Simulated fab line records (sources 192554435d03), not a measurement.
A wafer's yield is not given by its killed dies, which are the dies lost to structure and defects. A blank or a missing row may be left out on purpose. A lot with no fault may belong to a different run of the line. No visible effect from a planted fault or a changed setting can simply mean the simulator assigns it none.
Matching of chambers	flow n5Finfet	N5_BEOL_M0_SAQP_ILD_DEP_01 on pecvd-01: 3 sister chambers
The step deposits SiOC from DEMS/O2, target thk 45.419 nm, time 8.7 s. 3 wafers are shown with their chamber, then 7 later ones without.

WAFERS PAIRED WITH THEIR CHAMBERS
wafer	chamber	throttleValvePct (%)
L086.5	1	11.2
L088.1	0	11.6
L088.2	2	12.4

WAFERS MISSING THEIR CHAMBER
wafer	throttleValvePct (%)
L088.5	11.5
L090.1	11.1
L090.4	11.7
L090.6	11.1
L091.1	11.3
L091.2	11.1
L091.4	11.3

WHICH CHAMBER EACH WENT THROUGH
wafer	from the rows above	in truth
L088.5	0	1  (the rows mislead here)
L090.1	1	1
L090.4	0	0
L090.6	1	1
L091.1	can't be placed: 1 or 0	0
L091.2	1	1
L091.4	can't be placed: 1 or 0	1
Correct placement for 4 of the 7. Unplaceable from these rows: 2, with the true chamber sitting among the candidates in 2. Number placed wrongly: 1.
How it was worked out, from the rows above alone: a wafer's distance from a chamber is the root of the sum, over the readings, of the square of ((its reading less the chamber's mean) divided by the reading's scatter). The wafer belongs to the nearest chamber; if the next one is less than 2 further off, it can't be placed. A chamber's mean is the mean of its shown wafers. The scatter: root of mean squared gap, hidden wafer to nearest shown wafer, with one shown wafer a chamber.
